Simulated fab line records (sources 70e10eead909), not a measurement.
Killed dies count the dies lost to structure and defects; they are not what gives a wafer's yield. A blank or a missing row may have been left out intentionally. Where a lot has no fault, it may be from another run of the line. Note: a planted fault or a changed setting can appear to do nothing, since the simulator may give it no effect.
Chamber matching || flow nand harc || 4 sister chambers for NHARC_A_STAIRCASE_DESCUM_186 on rie diel-07
The step chemistry O2, time 3 s. 8 wafers are shown with their chamber, then 9 later ones without.

== WAFERS PAIRED WITH THEIR CHAMBERS ==
{"wafer": "L079.1", "chamber": 3, "drypump motor current A (A)": 6.1, "showerhead plenum p Torr (Torr)": 2.03}
{"wafer": "L079.4", "chamber": 0, "drypump motor current A (A)": 6.1, "showerhead plenum p Torr (Torr)": 1.76}
{"wafer": "L085.3", "chamber": 1, "drypump motor current A (A)": 5.7, "showerhead plenum p Torr (Torr)": 1.79}
{"wafer": "L085.5", "chamber": 2, "drypump motor current A (A)": 6.0, "showerhead plenum p Torr (Torr)": 1.88}
{"wafer": "L085.6", "chamber": 3, "drypump motor current A (A)": 6.2, "showerhead plenum p Torr (Torr)": 2.02}
{"wafer": "L088.2", "chamber": 0, "drypump motor current A (A)": 6.1, "showerhead plenum p Torr (Torr)": 2.08}
{"wafer": "L088.3", "chamber": 2, "drypump motor current A (A)": 5.9, "showerhead plenum p Torr (Torr)": 1.88}
{"wafer": "L088.5", "chamber": 1, "drypump motor current A (A)": 5.7, "showerhead plenum p Torr (Torr)": 1.79}

== WAFERS WITH NO CHAMBER GIVEN ==
{"wafer": "L090.1", "drypump motor current A (A)": 5.7, "showerhead plenum p Torr (Torr)": 1.79}
{"wafer": "L090.2", "drypump motor current A (A)": 6.1, "showerhead plenum p Torr (Torr)": 2.02}
{"wafer": "L090.3", "drypump motor current A (A)": 6.1, "showerhead plenum p Torr (Torr)": 2.07}
{"wafer": "L092.2", "drypump motor current A (A)": 6.1, "showerhead plenum p Torr (Torr)": 2.07}
{"wafer": "L092.4", "drypump motor current A (A)": 6.1, "showerhead plenum p Torr (Torr)": 2.01}
{"wafer": "L092.5", "drypump motor current A (A)": 5.7, "showerhead plenum p Torr (Torr)": 1.79}
{"wafer": "L097.2", "drypump motor current A (A)": 6.1, "showerhead plenum p Torr (Torr)": 2.00}
{"wafer": "L097.4", "drypump motor current A (A)": 5.7, "showerhead plenum p Torr (Torr)": 1.78}
{"wafer": "L097.6", "drypump motor current A (A)": 6.1, "showerhead plenum p Torr (Torr)": 2.00}

== WHICH CHAMBER EACH ONE RAN IN ==
{"wafer": "L090.1", "from the rows above": 1, "in truth": 1}
{"wafer": "L090.2", "from the rows above": "can't be placed: 0 or 3", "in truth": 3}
{"wafer": "L090.3", "from the rows above": "can't be placed: 3 or 0", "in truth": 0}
{"wafer": "L092.2", "from the rows above": "can't be placed: 3 or 0", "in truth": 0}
{"wafer": "L092.4", "from the rows above": "can't be placed: 0 or 3", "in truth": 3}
{"wafer": "L092.5", "from the rows above": 1, "in truth": 1}
{"wafer": "L097.2", "from the rows above": "can't be placed: 0 or 3", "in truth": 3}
{"wafer": "L097.4", "from the rows above": 1, "in truth": 1}
{"wafer": "L097.6", "from the rows above": "can't be placed: 0 or 3", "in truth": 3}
3 of 9 placed correctly. Can't be placed from these rows: 6 (the true chamber is among the candidates in 6). Wrongly placed: 0.
How it was worked out, from the rows above alone: a wafer's distance from a chamber is the root of the sum, over the readings, of the square of ((its reading less the chamber's mean) divided by the reading's scatter). The wafer belongs to the nearest chamber; if the next one is less than 2 further off, it can't be placed. A chamber's mean is the mean of its shown wafers. The scatter: the root of (the sum of the squares of (reading less its chamber's mean) over the shown wafers, divided by (wafers less chambers)).
